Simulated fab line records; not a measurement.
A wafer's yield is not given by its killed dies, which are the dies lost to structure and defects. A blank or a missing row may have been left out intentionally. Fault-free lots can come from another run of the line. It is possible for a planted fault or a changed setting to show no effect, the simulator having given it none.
Comparing a struck lot with a sound one | flow n5 finfet | 17 steps out of a route of 1938
Sound: the wafers L113.1, L113.4, L113.5. Struck: wafers L123.2, L123.5. (L123.1 of the same lot was not struck and is left out.) The cause comes at the end.
Per side, at each step with rows, come the tool, then ch with its chambers, and then its first start. Under that, the readings that differ: sound wafers | struck wafers | difference of the means | sigmas: that difference in standard deviations of wafers without a fault.
alike: same words and numbers on both sides, and readings whose means sit less than 2 such deviations apart. not compared: any withheld reading, any reading some wafer has no value for, any bound like >300 that may hide the same value, and any number with overlapping values for which the record gives no deviation.
The two part at a step that has a row with sigmas, a row that says differs or no value, or rows on one side only. Non-overlapping numbers with no deviation appear without sigmas and do not part them. A reading missing from all wafers of one side parts the sides only when that side holds two or more wafers.

first, 4 steps without rows for these wafers: N5_BEOL_M8_HM_STRIP_39 (strips TiN in peroxide tin strip, target depth 25 nm, time 158 s); N5_BEOL_M8_SRD_40 (time 30 s); N5_BEOL_M8_PRECLEAN_42 (cleans in residue remover, time 60 s); N5_BEOL_M8_SRD_43 (time 30 s).
N5_BEOL_M8_CD_MEAS_35: the cd target is 40 nm.
  sound on cd sem-03, day 10 22:19; struck on cd sem-01, day 13 09:14
  alike: cd nm
then, 1 step without rows for these wafers: N5_BEOL_M8_CURE_75 (cures SiCOH lowk, time 120 s).
N5_BEOL_M8_DEGAS_44: time 60 s.
  sound on pvd sputter-03, day 10 22:55; struck on pvd sputter-03, day 13 09:46
  alike: heater power w
then, 1 step without rows for these wafers: N5_BEOL_M8_PRE_CLEAN_45 (time 30 s).
N5_BEOL_M8_ALD_77: deposits TaN, target thk 2 nm, pulse time 2 s, purge time 3 s.
  sound on ald metal-04 ch 1,2, day 10 23:01; struck on ald metal-04 ch 0,3, day 13 09:52
  alike: heater power w
N5_BEOL_M8_SURFACE_TREAT_79:
  sound on pvd sputter-01, day 10 23:17; struck on pvd sputter-03, day 13 10:08
  not compared: throttle valve pct
then, 1 step without rows for these wafers: N5_BEOL_M8_CVD_78 (deposits Co from CCTBA/H2, target thk 2 nm, time 142.3 s).
N5_BEOL_M8_SPUTTER_48: material Cu, target thk 10 nm, time 1.667 s.
  sound on pvd sputter-03, day 10 23:28; struck on pvd sputter-03, day 13 10:20
  reading                | sound             | struck      | difference | sigmas
  cathode dc power W (W) | 26011 26006 26006 | 25995 25999 | -11        | -2
  alike: chamber pressure pa, throttle valve pct
N5_BEOL_M8_ECD_50: material Cu, target thk 300 nm.
  sound on ecd cu-02 ch 0,1, day 10 23:35; struck on ecd cu-02 ch 0, day 13 10:28
  reading                                | sound           | struck    | difference | sigmas
  model.Cu_of_BEOL_M8_ECD_50.thk nm (nm) | 296 296.2 300.6 | 431 434.6 | +135       |
N5_BEOL_M8_ANNEAL_51: time 90 s.
  sound on rtp anneal-02 ch 0, day 10 23:59; struck on rtp anneal-02 ch 0, day 13 10:33
  alike: wafer_temp_C_max
N5_BEOL_M8_CMP_52: polishes, stops on SiCOH lowk, t overpolish 6.9 s, target thk 80 nm.
  sound on cmp-04 ch 0,3, day 11 00:17; struck on cmp-03 ch 1, day 13 10:51
  reading                | sound    | struck | difference | sigmas
  time to endpoint s (s) | 61 61 66 | 91 91  | +28        | +8
  alike: motor current A
N5_BEOL_M8_THK_MEAS_53: measures by xrf.
  sound on film metro-02, day 11 00:35; struck on film metro-02, day 13 11:09
  reading     | sound          | struck    | difference | sigmas
  M8_THK (nm) | 78.9 78.7 78.8 | 83.6 83.0 | +4.5       | +2
-- the record jumps here: 3 days lie between the struck wafers' starts before and after (it left off in module BEOL_M8 and takes up again in module PASSIVATION, whose first step shown is number 1936 of the route) --
N5_PASSIVATION_PROBE_49:
  sound on prober-02, day 13 17:08; struck on prober-02, day 16 07:54
  alike: defect limited yield, killed_at_M0_to_M3, killed_at_M4_up, killed at contacts, killed at front end, killed at other, killed dies, killed on rim, killed open, killed short, sort_bin_5_function, sort_bin_6_memory, sort n pass, sort yield pct

WHERE THEY PART
At N5_BEOL_M8_SPUTTER_48 first; at N5_BEOL_M8_THK_MEAS_53 last (within this record only). Later steps at which nothing parts them and some readings are alike: N5_PASSIVATION_PROBE_49.

WHY: the cause the simulator had injected
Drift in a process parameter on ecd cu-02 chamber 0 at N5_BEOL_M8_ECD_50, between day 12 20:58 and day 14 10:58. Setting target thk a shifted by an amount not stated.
